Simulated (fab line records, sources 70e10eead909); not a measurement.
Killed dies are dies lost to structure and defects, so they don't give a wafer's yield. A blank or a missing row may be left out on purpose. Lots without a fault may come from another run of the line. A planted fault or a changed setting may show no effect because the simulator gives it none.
fab line records | flow nand_harc
record lots=23 wafers=69 last_day=25
route steps=1159 shown P_BONDPAD@374 A_ONON_D1@433 A_CHANNEL_HOLE_D1@469
lots that met no fault: from a run of the same line without faults
start_h: hours from the record's first day to the start of the lot's first wafer shown | wait_h: hours since the lot's step before | " the same as in the row above | L1.1+2: a row that stands for several wafers | - no value, or no start given | * or withheld: withheld | < > ~ a bound
route shown NAME@n: a module of which the file shows steps, and the number in the route of the first | usual: mean/standard deviation of fault-free wafers | same: alike in all rows | chamber/n: place in a boat | sites: the reading at each site | _std_site: their standard deviation | _edge_site: outer sites' mean less inner sites' | radius_mm: how far each site lies from the wafer's centre | mask NAME#n: copy n | behind: the tool/chamber that last shaped the wafer | hold: why the lot was held/for how many hours/how that ended | device: the transistor (n, p or np) that didn't switch | end of line: the same wafers' tests at the end of the route | a step without rows: its recipe alone | killed: dies lost to structure and defects at the first sort, not the wafer's yield | map: a wafer's dies, x killed, . not, _ none there
set.NAME: the setting as run; set.NAME@STEP: as run at that earlier step | model.NAME: the simulator's own value behind a step, which no gauge read
steps of the route over a sample of lots; a table a step, a row a wafer
services: from which hour (start_h, from the record's first day; less than 0 if before it) a tool's chamber was out of use, for how many hours, and why
## steps
# step NHARC_P_BONDPAD_DEGAS_25
# recipe temp_c=300 time_s=60
# usual heater_power_w=451/52 susceptor_temp_C=300.02/0.19
# columns lot.wafer tool chamber start_h wait_h heater_power_w susceptor_temp_C
L074.4 pvd_sputter-01 - 133.43 - 499 299.74
L074.3 " - " " 511 300.18
L074.5 " - " " 489 299.79
L075.4 pvd_sputter-01 - 144.64 - 505 300.11
L075.1 " - " " 351 300.10
L075.5 " - " " 513 299.75
L076.2 pvd_sputter-03 - 145.85 - 502 300.47
L076.4 " - " " 453 299.79
L076.6 " - " " 477 300.22
L077.2 pvd_sputter-02 - 146.13 - 364 300.15
L077.1 " - " " 546 299.87
L077.6 " - " " 370 300.20
L079.1 pvd_sputter-03 - 156.72 - 449 300.07
L079.2 " - " " 464 300.34
L079.5 " - " " 446 299.99
L078.3 pvd_sputter-02 - 157.86 - 397 299.94
L078.4 " - " " 473 300.24
L078.6 " - " " 404 300.22
L080.3 pvd_sputter-02 - 164.55 - 464 300.06
L080.4 " - " " 543 300.21
L080.5 " - " " 372 300.24
L081.4 pvd_sputter-03 - 165.26 - 454 300.14
L081.5 " - " " 427 299.75
L081.6 " - " " 511 299.97
L082.4 pvd_sputter-03 - 178.28 - 426 300.19
L082.2 " - " " 524 299.98
L082.1 " - " " 443 300.03
L083.3 pvd_sputter-03 - 179.30 - 450 299.84
L083.2 " - " " 444 299.74
L083.5 " - " " 443 300.02
L084.4 pvd_sputter-01 - 194.00 - 453 300.18
L084.1 " - " " 353 299.95
L084.5 " - " " 459 300.27
L085.4 pvd_sputter-01 - 195.39 - 353 300.29
L085.2 " - " " 491 300.03
L085.1 " - " " 458 299.79
L086.4 pvd_sputter-01 - 208.17 - 471 300.29
L086.1 " - " " 471 300.42
L086.2 " - " " 353 300.33
L087.2 pvd_sputter-01 - 208.94 - 351 299.99
L087.4 " - " " 490 299.64
L087.5 " - " " 469 299.69
L088.2 pvd_sputter-01 - 214.85 - 461 300.11
L088.4 " - " " 477 300.10
L088.5 " - " " 475 299.85
L089.4 pvd_sputter-01 - 219.91 - 360 300.04
L089.3 " - " " 472 299.99
L089.1 " - " " 466 300.29
L090.1 pvd_sputter-01 - 219.98 - 461 299.94
L090.3 " - " " 481 300.02
L090.6 " - " " 368 300.06
L091.2 pvd_sputter-03 - 228.80 - 439 299.86
L091.3 " - " " 515 299.90
L091.4 " - " " 440 299.87
L092.4 pvd_sputter-02 - 229.64 - 526 300.36
L092.3 " - " " 391 299.88
L092.6 " - " " 436 300.07
L093.3 pvd_sputter-02 - 240.23 - 522 299.71
L093.1 " - " " 452 299.80
L093.6 " - " " 463 299.74
L095.2 pvd_sputter-01 - 253.43 - 495 300.10
L095.4 " - " " 459 300.11
L095.1 " - " " 475 299.78
L097.1 pvd_sputter-02 - 262.84 - 464 300.16
L097.4 " - " " 413 299.96
L097.6 " - " " 383 299.99
L096.1 pvd_sputter-01 - 267.73 - 468 300.10
L096.3 " - " " 485 299.86
L096.5 " - " " 469 299.96
# step NHARC_A_ONON_D1_THK_MEAS_14
# recipe thk_meas_gauge=ellipsometry
# usual thk_nm=995/11
# columns lot.wafer tool chamber start_h wait_h thk_nm
L074.3 film_metro-02 - 163.24 - 993
L074.4 " - " " 990
L074.5 " - " " 991
L077.1 film_metro-01 - 173.43 - 997
L077.2 " - " " 995
L077.6 " - " " 996
L075.1 film_metro-02 - 173.55 - 1015
L075.4 " - " " 1015
L075.5 " - " " 1016
L076.2 film_metro-01 - 173.65 - 1012
L076.4 " - " " 1011
L076.6 " - " " 1013
L079.1 film_metro-01 - 184.85 - 983
L079.2 " - " " 985
L079.5 " - " " 984
L078.3 film_metro-02 - 184.98 - 987
L078.4 " - " " 988
L078.6 " - " " 989
L080.3 film_metro-02 - 192.78 - 992
L080.4 " - " " 992
L080.5 " - " " 992
L081.4 film_metro-02 - 192.93 - 1026
L081.5 " - " " 1027
L081.6 " - " " 1026
L082.1 film_metro-01 - 207.92 - 1001
L082.2 " - " " 1002
L082.4 " - " " 1001
L083.2 film_metro-02 - 207.99 - 1004
L083.3 " - " " 1004
L083.5 " - " " 1003
L084.1 film_metro-01 - 226.57 - 981
L084.4 " - " " 981
L084.5 " - " " 980
L085.1 film_metro-02 - 226.58 - 994
L085.2 " - " " 997
L085.4 " - " " 997
L087.2 film_metro-02 - 238.39 - 983
L087.4 " - " " 985
L087.5 " - " " 983
L086.1 film_metro-01 - 238.43 - 993
L086.2 " - " " 994
L086.4 " - " " 993
L088.2 film_metro-01 - 243.16 - 1004
L088.4 " - " " 1004
L088.5 " - " " 1003
L089.1 film_metro-02 - 248.33 - 994
L089.3 " - " " 990
L089.4 " - " " 992
L090.1 film_metro-01 - 248.34 - 982
L090.3 " - " " 985
L090.6 " - " " 984
L092.3 film_metro-01 - 256.94 - 989
L092.4 " - " " 988
L092.6 " - " " 989
L091.2 film_metro-02 - 256.94 - 1004
L091.3 " - " " 1003
L091.4 " - " " 1003
L093.1 film_metro-02 - 268.35 - 992
L093.3 " - " " 992
L093.6 " - " " 993
L095.1 film_metro-02 - 281.16 - 995
L095.2 " - " " 995
L095.4 " - " " 994
L097.1 film_metro-02 - 290.53 - 991
L097.4 " - " " 990
L097.6 " - " " 990
L096.1 film_metro-02 - 297.84 - 982
L096.3 " - " " 982
L096.5 " - " " 980
# step NHARC_A_CHANNEL_HOLE_D1_ETCH_16
# recipe target_depth_a=31000 over_etch_frac=0.3 time_s=806 ion_energy_ev=150 o2_flow_sccm=400 cos_flow_sccm=20 ar_flow_sccm=0 rf_w=500 bias_w=300 chemistry=O2/COS
# usual drypump_motor_current_A=5.8/0.48 o2_flow_sccm=400.0/1.2 oes_product_au=1.001/0.011 rf_vpp_V=315.1/1.7 showerhead_plenum_p_Torr=3.18/0.1 throttle_valve_pct=28.330/0.0096
# columns lot.wafer tool chamber start_h wait_h drypump_motor_current_A o2_flow_sccm oes_product_au rf_hours_counter_h rf_vpp_V showerhead_plenum_p_Torr throttle_valve_pct
L074.3 rie_diel-08 1 - - 6.3 399.1 0.991 4 316.1 3.32 28.331
L074.4 " 0 " " 6.1 402.3 1.006 3 315.9 3.23 28.331
L074.5 " 1 " " 6.3 401.4 0.994 - 318.1 3.32 28.325
L077.2 rie_diel-05 3 - - 5.8 400.6 1.013 1 313.5 3.13 28.319
L077.1 " 0 " " 5.8 400.2 1.003 1 312.9 3.14 28.326
L077.6 " 1 " " 5.1 400.7 0.992 - 315.4 3.20 28.333
L075.4 rie_diel-03 1 - - 5.9 398.2 0.988 11 316.1 3.28 28.323
L075.1 " 0 " " 5.2 398.3 1.000 10 315.2 3.12 28.320
L075.5 " 2 " " 5.4 400.7 0.982 - 311.4 2.91 28.321
L076.2 rie_diel-08 2 - - 6.3 399.2 0.996 5 314.7 3.15 28.318
L076.4 " 3 " " 6.3 402.1 1.015 4 317.0 3.31 28.329
L076.6 " 2 " " 6.3 399.6 0.997 - 314.9 3.15 28.346
L079.2 rie_diel-08 2 - - 6.3 400.8 0.993 6 316.2 3.15 28.321
L079.1 " 3 " " 6.3 401.0 1.016 5 317.5 3.31 28.303
L079.5 " 1 " " 6.3 400.2 0.995 - 315.9 3.32 28.324
L078.4 rie_diel-05 2 - - 5.5 400.0 0.988 2 314.6 3.17 28.323
L078.3 " 1 " " 5.1 399.6 0.998 1 315.3 3.20 28.329
L078.6 " 3 " " 5.8 398.8 1.027 - 313.8 3.13 28.342
L081.4 rie_diel-05 2 - - 5.5 398.9 1.003 3 317.1 3.17 28.346
L081.6 " 3 " " 5.8 400.8 1.031 - 313.8 3.13 28.336
L081.5 " 0 " " 5.8 400.2 1.014 - 313.2 3.14 28.324
L080.3 rie_diel-08 3 - - 6.3 401.7 1.013 6 317.4 3.30 28.323
L080.4 " 1 " " 6.3 400.7 0.983 6 317.4 3.32 28.337
L080.5 " 2 " " 6.3 399.6 0.978 - 315.6 3.15 28.338
L082.4 rie_diel-05 3 - - 5.8 400.4 1.024 4 313.8 3.13 28.323
L082.2 " 0 " " 5.8 400.7 1.010 4 315.0 3.14 28.326
L082.1 " 2 " " 5.5 400.6 1.001 4 315.7 3.17 28.339
L083.2 rie_diel-08 3 - - 6.3 400.5 1.013 7 316.3 3.30 28.331
L083.3 " 1 " " 6.3 399.4 0.989 7 318.3 3.32 28.325
L083.5 " 3 " " 6.3 400.6 1.017 - 316.5 3.30 28.347
L084.4 rie_diel-08 2 - - 6.3 399.9 0.990 9 314.6 3.15 28.309
L084.1 " 3 " " 6.3 397.2 1.017 8 317.5 3.30 28.335
L084.5 " 3 " " 6.3 397.7 1.013 - 315.6 3.30 28.328
L085.4 rie_diel-03 0 - - 5.2 401.2 1.001 1 313.6 3.12 28.315
L085.1 " 1 " " 5.9 400.0 0.989 1 317.1 3.28 28.329
L085.2 " 2 " " 5.4 400.1 1.008 1 310.7 2.91 28.330
L087.2 rie_diel-08 1 - - 6.3 398.8 0.999 9 317.2 3.32 28.320
L087.4 " 3 " " 6.3 399.9 1.022 9 317.0 3.30 28.331
L087.5 " 0 " " 6.1 398.5 1.009 - 316.8 3.22 28.321
L088.4 rie_diel-05 1 - - 5.1 398.8 0.999 5 316.2 3.20 28.319
L088.2 " 3 " " 5.8 402.0 1.015 6 313.5 3.13 28.322
L088.5 " 1 " " 5.1 400.4 0.992 - 314.7 3.20 28.338
L086.4 rie_diel-03 0 - - 5.2 401.5 1.007 3 313.9 3.12 28.342
L086.1 " 1 " " 5.9 401.3 0.998 2 315.2 3.28 28.339
L086.2 " 2 " " 5.4 399.2 1.005 3 309.9 2.91 28.356
L089.1 rie_diel-03 2 - - 5.4 397.9 0.994 4 309.7 2.91 28.323
L089.3 " 3 " " 4.8 398.9 0.981 4 312.0 3.03 28.339
L089.4 " 1 " " 5.9 401.3 0.992 3 317.5 3.28 28.333
L090.3 rie_diel-05 1 - - 5.1 400.0 0.997 6 314.5 3.20 28.334
L090.1 " 3 " " 5.8 400.1 1.017 6 315.7 3.13 28.329
L090.6 " 1 " " 5.1 398.8 1.005 - 314.3 3.20 28.331
L092.3 rie_diel-08 2 - - 6.3 400.2 0.991 11 314.3 3.15 28.320
L092.4 " 3 " " 6.3 398.5 1.010 10 316.8 3.30 28.333
L092.6 " 0 " " 6.1 401.3 1.000 - 315.8 3.22 28.333
L091.4 rie_diel-08 3 - - 6.3 400.2 0.999 11 316.4 3.30 28.330
L091.3 " 0 " " 6.1 400.3 1.012 10 316.5 3.22 28.332
L091.2 " 2 " " 6.3 399.8 0.990 11 314.6 3.15 28.322
L093.3 rie_diel-08 1 - - 6.3 401.1 0.980 11 316.6 3.31 28.319
L093.1 " 2 " " 6.3 398.3 0.980 12 314.6 3.15 28.322
L093.6 " 3 " " 6.3 397.3 1.014 - 318.2 3.30 28.323
L095.1 rie_diel-05 0 - - 5.8 401.3 0.997 8 314.2 3.14 28.319
L095.4 " 2 " " 5.5 399.8 0.993 8 314.8 3.17 28.337
L095.2 " 3 " " 5.8 400.8 1.014 8 315.6 3.13 28.327
L097.4 rie_diel-05 3 - - 5.8 399.2 1.026 9 313.2 3.13 28.337
L097.1 " 0 " " 5.8 400.0 1.008 9 315.4 3.14 28.336
L097.6 " 0 " " 5.7 399.7 1.007 - 314.5 3.14 28.349
L096.1 rie_diel-08 0 - - 6.1 399.9 1.005 0 315.3 3.22 28.318
L096.3 " 2 " " 6.3 399.8 0.996 0 314.0 3.15 28.334
L096.5 " 2 " " 6.3 399.9 1.004 - 314.4 3.15 28.336
# step NHARC_A_CHANNEL_HOLE_D1_ETCH_19
# recipe bias_v=1200 source_w=2500 pressure_mtorr=15 time_s=34.5 ar_flow_sccm=375 c4f8_flow_sccm=28.8 o2_flow_sccm=96.2 temp_c=-20 target_depth_a=* chemistry=C4F8/O2/Ar
# usual drypump_motor_current_A=5.7/0.35 o2_flow_sccm=96.19/0.27 showerhead_plenum_p_Torr=3.71/0.12 throttle_valve_pct=37.038/0.0092
# columns lot.wafer tool chamber start_h wait_h drypump_motor_current_A o2_flow_sccm rf_hours_counter_h showerhead_plenum_p_Torr throttle_valve_pct
L074.4 har_etch-02 0 178.00 0.1 5.5 96.01 - 3.63 37.043
L074.3 " 1 " " 5.8 96.27 - 3.82 37.042
L074.5 " 0 " " 5.4 96.19 - 3.63 37.026
L077.2 har_etch-02 1 188.05 0.1 5.7 96.43 97 3.82 37.039
L077.1 " 0 " " 5.5 95.94 97 3.63 37.044
L077.6 " 0 " " 5.5 96.21 - 3.63 37.028
L075.1 har_etch-01 0 188.68 0.1 5.3 96.21 209 3.86 37.017
L075.4 " 0 " " 5.3 96.36 - 3.86 37.024
L075.5 " 1 " " 6.2 95.59 - 3.59 37.050
L076.2 har_etch-02 1 192.25 3.2 5.8 96.14 100 3.82 37.035
L076.4 " 1 " " 5.8 96.40 - 3.82 37.046
L076.6 " 1 " " 5.8 96.67 - 3.82 37.039
L079.2 har_etch-01 0 199.75 0.1 5.3 96.27 214 3.86 37.043
L079.1 " 1 " " 6.2 96.14 214 3.59 37.044
L079.5 " 1 " " 6.2 96.11 - 3.59 37.036
L078.4 har_etch-02 1 200.40 0.1 5.8 95.94 - 3.82 37.040
L078.3 " 0 " " 5.5 95.73 - 3.63 37.034
L078.6 " 0 " " 5.4 96.13 - 3.63 37.036
L081.4 har_etch-02 1 208.22 0.1 5.8 96.23 - 3.82 37.040
L081.5 " 0 " " 5.4 96.20 - 3.62 37.050
L081.6 " 1 " " 5.8 96.27 - 3.82 37.038
L080.4 har_etch-01 0 208.38 0.1 5.3 96.31 - 3.85 37.055
L080.3 " 1 " " 6.2 96.53 - 3.59 37.041
L080.5 " 1 " " 6.2 96.61 - 3.59 37.025
L082.1 har_etch-02 0 222.41 0.1 5.4 96.32 115 3.62 37.050
L082.2 " 1 " " 5.8 95.96 115 3.81 37.050
L082.4 " 0 " " 5.4 96.34 - 3.62 37.028
L083.2 har_etch-01 1 223.30 0.1 6.2 96.03 226 3.58 37.041
L083.3 " 0 " " 5.3 96.43 - 3.85 37.020
L083.5 " 1 " " 6.3 96.12 - 3.58 37.027
L084.1 har_etch-02 1 243.95 0.1 5.8 95.71 121 3.81 37.052
L084.4 " 1 " " 5.8 95.86 - 3.81 37.032
L084.5 " 0 " " 5.4 96.32 - 3.62 37.030
L085.2 har_etch-01 1 244.10 0.1 6.2 96.25 232 3.58 37.035
L085.1 " 0 " " 5.3 96.25 232 3.85 37.041
L085.4 " 0 " " 5.3 96.55 - 3.85 37.042
L087.2 har_etch-01 0 255.86 0.1 5.3 96.47 237 3.85 37.019
L087.4 " 1 " " 6.2 96.46 - 3.58 37.028
L087.5 " 0 " " 5.3 95.91 - 3.84 37.029
L088.2 har_etch-02 0 256.05 0.1 5.4 96.37 127 3.61 37.048
L088.4 " 0 " " 5.4 96.41 - 3.61 37.033
L088.5 " 1 " " 5.8 96.39 - 3.80 37.038
L086.2 har_etch-01 0 260.03 3.6 5.3 96.55 241 3.84 37.023
L086.1 " 1 " " 6.2 95.56 241 3.57 37.052
L086.4 " 1 " " 6.2 95.90 - 3.57 37.036
L089.1 har_etch-02 0 265.89 0.1 5.5 96.38 133 3.61 37.055
L089.4 " 0 " " 5.4 96.42 - 3.61 37.035
L089.3 " 1 " " 5.8 96.27 - 3.80 37.037
L090.1 har_etch-01 1 267.80 1.4 6.2 95.80 246 3.57 37.024
L090.3 " 1 " " 6.2 96.29 - 3.57 37.032
L090.6 " 1 " " 6.2 95.97 - 3.57 37.045
L092.3 har_etch-02 0 272.01 0.1 5.5 95.80 - 3.61 37.031
L092.4 " 1 " " 5.8 96.28 - 3.80 37.047
L092.6 " 1 " " 5.8 95.94 - 3.80 37.045
L091.2 har_etch-01 1 272.43 0.1 6.1 96.34 250 3.57 37.051
L091.3 " 0 " " 5.3 96.15 - 3.84 37.036
L091.4 " 1 " " 6.2 96.63 - 3.57 37.028
L093.1 har_etch-01 0 283.08 0.1 5.3 96.33 256 3.83 37.039
L093.3 " 1 " " 6.3 96.40 - 3.56 37.043
L093.6 " 1 " " 6.3 96.08 - 3.56 37.043
L095.1 har_etch-01 1 298.29 0.1 6.3 95.94 261 3.56 37.036
L095.2 " 0 " " 5.3 96.24 261 3.83 37.028
L095.4 " 1 " " 6.3 95.75 - 3.56 37.032
L097.1 har_etch-02 0 305.32 0.1 5.5 95.78 151 3.60 37.031
L097.4 " 1 " " 5.8 95.99 - 3.79 37.045
L097.6 " 0 " " 5.5 95.68 - 3.60 37.028
L096.1 har_etch-02 0 312.58 0.1 5.5 96.46 155 3.60 37.045
L096.3 " 0 " " 5.5 96.33 - 3.60 37.044
L096.5 " 0 " " 5.4 96.49 - 3.60 37.024
# step NHARC_A_CHANNEL_HOLE_D1_ETCH_20
# recipe bias_v=3000 source_w=withheld pressure_mtorr=20 time_s=361.9 ar_flow_sccm=375 c4f8_flow_sccm=89.3 o2_flow_sccm=35.7 temp_c=-20 target_depth_a=16000 chemistry=C4F8/O2/Ar
# usual drypump_motor_current_A=5.7/0.35 o2_flow_sccm=35.70/0.1 showerhead_plenum_p_Torr=3.67/0.11 throttle_valve_pct=32.155/0.0086
# columns lot.wafer tool chamber start_h wait_h drypump_motor_current_A o2_flow_sccm rf_hours_counter_h showerhead_plenum_p_Torr throttle_valve_pct
L074.4 har_etch-02 0 178.18 0.2 5.5 35.47 - 3.59 32.156
L074.3 " 1 " " 5.8 35.69 - 3.78 32.150
L074.5 " 0 " " 5.5 35.53 - 3.59 32.166
L077.2 har_etch-02 1 188.16 0.1 5.8 35.87 97 3.78 32.173
L077.1 " 0 " " 5.4 35.67 97 3.59 32.161
L077.6 " 0 " " 5.5 35.52 - 3.59 32.151
L075.1 har_etch-01 0 188.79 0.1 5.3 35.76 209 3.81 32.150
L075.4 " 0 " " 5.3 35.70 - 3.81 32.150
L075.5 " 1 " " 6.2 35.71 - 3.55 32.146
L076.2 har_etch-02 1 192.40 0.1 5.8 35.75 101 3.77 32.153
L076.4 " 1 " " 5.8 35.53 - 3.77 32.152
L076.6 " 1 " " 5.8 35.73 - 3.77 32.133
L079.2 har_etch-01 0 199.86 0.1 5.3 35.77 214 3.81 32.155
L079.1 " 1 " " 6.3 35.54 214 3.55 32.160
L079.5 " 1 " " 6.3 35.81 - 3.55 32.157
L078.4 har_etch-02 1 200.58 0.2 5.8 35.62 - 3.77 32.164
L078.3 " 0 " " 5.5 35.71 - 3.59 32.150
L078.6 " 0 " " 5.4 35.72 - 3.59 32.158
L081.4 har_etch-02 1 208.43 0.2 5.8 35.91 - 3.77 32.149
L081.5 " 0 " " 5.4 35.74 - 3.59 32.153
L081.6 " 1 " " 5.7 35.74 - 3.77 32.136
L080.4 har_etch-01 0 208.56 0.2 5.3 35.71 - 3.81 32.159
L080.3 " 1 " " 6.3 35.77 - 3.55 32.157
L080.5 " 1 " " 6.2 35.81 - 3.55 32.145
L082.1 har_etch-02 0 222.52 0.1 5.4 35.63 115 3.58 32.158
L082.2 " 1 " " 5.8 35.66 115 3.77 32.158
L082.4 " 0 " " 5.4 35.76 - 3.58 32.130
L083.2 har_etch-01 1 223.45 0.1 6.2 35.90 226 3.55 32.154
L083.3 " 0 " " 5.3 35.76 - 3.80 32.164
L083.5 " 1 " " 6.2 35.74 - 3.54 32.151
L084.1 har_etch-02 1 244.10 0.1 5.8 35.76 121 3.76 32.161
L084.4 " 1 " " 5.8 35.54 - 3.76 32.151
L084.5 " 0 " " 5.4 35.56 - 3.58 32.154
L085.2 har_etch-01 1 244.21 0.1 6.3 35.72 232 3.54 32.157
L085.1 " 0 " " 5.3 35.71 232 3.80 32.152
L085.4 " 0 " " 5.3 35.72 - 3.80 32.164
L087.2 har_etch-01 0 255.97 0.1 5.3 35.64 237 3.80 32.144
L087.4 " 1 " " 6.3 35.64 - 3.54 32.179
L087.5 " 0 " " 5.3 35.78 - 3.80 32.159
L088.2 har_etch-02 0 256.16 0.1 5.4 35.61 128 3.58 32.150
L088.4 " 0 " " 5.5 35.60 - 3.58 32.153
L088.5 " 1 " " 5.8 35.70 - 3.76 32.164
L086.2 har_etch-01 0 260.14 0.1 5.3 35.70 241 3.80 32.142
L086.1 " 1 " " 6.3 35.66 241 3.54 32.157
L086.4 " 1 " " 6.2 35.59 - 3.54 32.159
L089.1 har_etch-02 0 266.00 0.1 5.5 35.59 133 3.57 32.160
L089.4 " 0 " " 5.5 35.80 - 3.57 32.158
L089.3 " 1 " " 5.8 35.72 - 3.76 32.171
L090.1 har_etch-01 1 267.91 0.1 6.2 35.79 247 3.53 32.147
L090.3 " 1 " " 6.2 35.78 - 3.54 32.150
L090.6 " 1 " " 6.2 35.75 - 3.53 32.139
L092.3 har_etch-02 0 272.19 0.2 5.5 35.85 - 3.57 32.157
L092.4 " 1 " " 5.8 35.77 - 3.75 32.172
L092.6 " 1 " " 5.8 35.55 - 3.75 32.152
L091.2 har_etch-01 1 272.58 0.1 6.2 35.51 250 3.53 32.160
L091.3 " 0 " " 5.3 35.75 - 3.79 32.159
L091.4 " 1 " " 6.2 35.59 - 3.53 32.156
L093.1 har_etch-01 0 283.22 0.1 5.3 35.68 256 3.79 32.160
L093.3 " 1 " " 6.2 35.70 - 3.53 32.132
L093.6 " 1 " " 6.2 35.77 - 3.53 32.172
L095.1 har_etch-01 1 298.40 0.1 6.2 35.69 261 3.53 32.159
L095.2 " 0 " " 5.3 35.73 261 3.78 32.162
L095.4 " 1 " " 6.2 35.72 - 3.53 32.142
L097.1 har_etch-02 0 305.43 0.1 5.5 35.69 151 3.56 32.164
L097.4 " 1 " " 5.8 35.79 - 3.75 32.154
L097.6 " 0 " " 5.5 35.48 - 3.56 32.155
L096.1 har_etch-02 0 312.69 0.1 5.5 35.55 155 3.56 32.164
L096.3 " 0 " " 5.5 35.59 - 3.56 32.162
L096.5 " 0 " " 5.5 35.78 - 3.56 32.155
# step NHARC_A_CHANNEL_HOLE_D1_ETCH_24
# recipe bias_v=5000 source_w=withheld pressure_mtorr=20 time_s=906.2 ar_flow_sccm=375 c4f8_flow_sccm=93.8 o2_flow_sccm=31.2 temp_c=-20 target_depth_a=15000 chemistry=C4F8/O2/Ar
# usual drypump_motor_current_A=5.7/0.35 o2_flow_sccm=31.20/0.1 showerhead_plenum_p_Torr=3.66/0.11 throttle_valve_pct=32.235/0.0094
# columns lot.wafer tool chamber start_h wait_h drypump_motor_current_A o2_flow_sccm rf_hours_counter_h showerhead_plenum_p_Torr throttle_valve_pct
L074.4 har_etch-02 0 180.37 0.6 5.5 31.15 - 3.59 32.238
L074.3 " 1 " " 5.8 31.03 - 3.77 32.219
L074.5 " 0 " " 5.5 31.13 - 3.59 32.238
L077.2 har_etch-02 1 190.19 0.6 5.7 31.27 99 3.77 32.227
L077.1 " 0 " " 5.5 31.01 99 3.59 32.247
L077.6 " 0 " " 5.5 31.30 - 3.59 32.228
L075.1 har_etch-01 0 190.80 0.6 5.3 31.24 211 3.81 32.245
L075.4 " 0 " " 5.3 31.22 - 3.81 32.245
L075.5 " 1 " " 6.2 31.18 - 3.55 32.237
L076.2 har_etch-02 1 194.49 0.6 5.8 31.27 103 3.77 32.236
L076.4 " 1 " " 5.8 31.21 - 3.77 32.236
L076.6 " 1 " " 5.8 31.32 - 3.77 32.239
L079.2 har_etch-01 0 201.89 0.6 5.3 31.10 216 3.80 32.243
L079.1 " 1 " " 6.2 31.24 216 3.55 32.222
L079.5 " 1 " " 6.1 31.22 - 3.55 32.245
L078.4 har_etch-02 1 202.74 0.6 5.8 31.06 - 3.77 32.231
L078.3 " 0 " " 5.4 31.03 - 3.58 32.235
L078.6 " 0 " " 5.4 31.02 - 3.58 32.227
L081.4 har_etch-02 1 210.67 0.6 5.8 31.31 - 3.76 32.230
L081.5 " 0 " " 5.5 31.14 - 3.58 32.244
L081.6 " 1 " " 5.8 31.30 - 3.76 32.243
L080.4 har_etch-01 0 210.75 0.6 5.3 31.39 - 3.80 32.242
L080.3 " 1 " " 6.2 31.12 - 3.54 32.221
L080.5 " 1 " " 6.2 31.35 - 3.54 32.241
L082.1 har_etch-02 0 224.55 0.6 5.5 31.26 117 3.58 32.218
L082.2 " 1 " " 5.8 31.37 117 3.76 32.256
L082.4 " 0 " " 5.5 31.14 - 3.58 32.242
L083.2 har_etch-01 1 225.54 0.6 6.3 31.17 228 3.54 32.212
L083.3 " 0 " " 5.3 31.23 - 3.80 32.238
L083.5 " 1 " " 6.2 31.19 - 3.54 32.251
L084.1 har_etch-02 1 246.18 0.6 5.8 31.27 123 3.76 32.242
L084.4 " 1 " " 5.8 31.17 - 3.76 32.232
L084.5 " 0 " " 5.5 31.05 - 3.57 32.236
L085.2 har_etch-01 1 246.22 0.6 6.2 31.25 234 3.54 32.221
L085.1 " 0 " " 5.3 31.07 234 3.80 32.244
L085.4 " 0 " " 5.3 31.19 - 3.80 32.241
L087.2 har_etch-01 0 257.99 0.6 5.3 31.26 239 3.79 32.238
L087.4 " 1 " " 6.2 31.08 - 3.53 32.215
L087.5 " 0 " " 5.3 31.18 - 3.79 32.220
L088.2 har_etch-02 0 258.17 0.6 5.4 31.09 130 3.57 32.236
L088.4 " 0 " " 5.4 31.01 - 3.57 32.248
L088.5 " 1 " " 5.8 31.35 - 3.75 32.218
L086.2 har_etch-01 0 262.16 0.6 5.3 31.00 243 3.79 32.236
L086.1 " 1 " " 6.2 31.28 243 3.53 32.236
L086.4 " 1 " " 6.2 31.26 - 3.53 32.231
L089.1 har_etch-02 0 268.03 0.6 5.5 31.15 135 3.57 32.223
L089.4 " 0 " " 5.4 31.27 - 3.57 32.245
L089.3 " 1 " " 5.8 31.07 - 3.75 32.240
L090.1 har_etch-01 1 269.93 0.6 6.2 31.14 249 3.53 32.256
L090.3 " 1 " " 6.2 31.27 - 3.53 32.235
L090.6 " 1 " " 6.2 31.28 - 3.53 32.227
L092.3 har_etch-02 0 274.35 0.6 5.4 31.23 - 3.57 32.243
L092.4 " 1 " " 5.8 31.38 - 3.75 32.232
L092.6 " 1 " " 5.8 31.26 - 3.75 32.250
L091.2 har_etch-01 1 274.69 0.6 6.3 31.12 253 3.53 32.235
L091.3 " 0 " " 5.3 31.22 - 3.78 32.237
L091.4 " 1 " " 6.2 31.19 - 3.53 32.247
L093.1 har_etch-01 0 285.33 0.6 5.3 31.27 258 3.78 32.235
L093.3 " 1 " " 6.2 31.20 - 3.52 32.252
L093.6 " 1 " " 6.2 31.19 - 3.53 32.222
L095.1 har_etch-01 1 300.41 0.6 6.2 31.02 263 3.52 32.245
L095.2 " 0 " " 5.3 31.20 263 3.78 32.223
L095.4 " 1 " " 6.2 31.24 - 3.52 32.238
L097.1 har_etch-02 0 307.44 0.6 5.5 31.20 153 3.56 32.223
L097.4 " 1 " " 5.8 31.17 - 3.74 32.226
L097.6 " 0 " " 5.5 31.27 - 3.56 32.233
L096.1 har_etch-02 0 314.70 0.6 5.5 31.30 157 3.56 32.229
L096.3 " 0 " " 5.5 31.14 - 3.56 32.234
L096.5 " 0 " " 5.4 31.08 - 3.56 32.237
## services
# columns tool chamber start_h hours kind
rie_diel-08 1 114.59 3.7 repair
rie_diel-03 0 122.87 18.3 repair
rie_diel-08 - 124.80 9.0 pm
rie_diel-08 0 124.80 9.0 vent_cycle
rie_diel-08 1 124.80 9.0 vent_cycle
rie_diel-08 0 144.74 4.9 repair
rie_diel-03 1 150.07 4.3 repair
pvd_sputter-01 - 158.00 10.0 pm
rie_diel-05 - 163.60 9.0 pm
rie_diel-05 1 180.34 6.3 repair
rie_diel-03 - 215.62 9.0 pm
pvd_sputter-02 - 217.91 10.0 pm
rie_diel-08 2 267.81 1.6 repair
rie_diel-05 - 270.91 0.4 repair
rie_diel-03 3 273.22 7.1 repair
pvd_sputter-03 - 280.04 10.0 pm
rie_diel-03 1 281.00 6.0 repair
rie_diel-08 - 288.33 0.1 repair
rie_diel-03 3 297.26 2.5 repair
rie_diel-08 - 299.84 0.4 repair
rie_diel-08 - 301.80 9.0 pm
har_etch-01 - 305.00 17.0 pm
har_etch-01 0 305.00 17.0 vent_cycle
har_etch-01 1 305.00 17.0 vent_cycle
## key
fault none
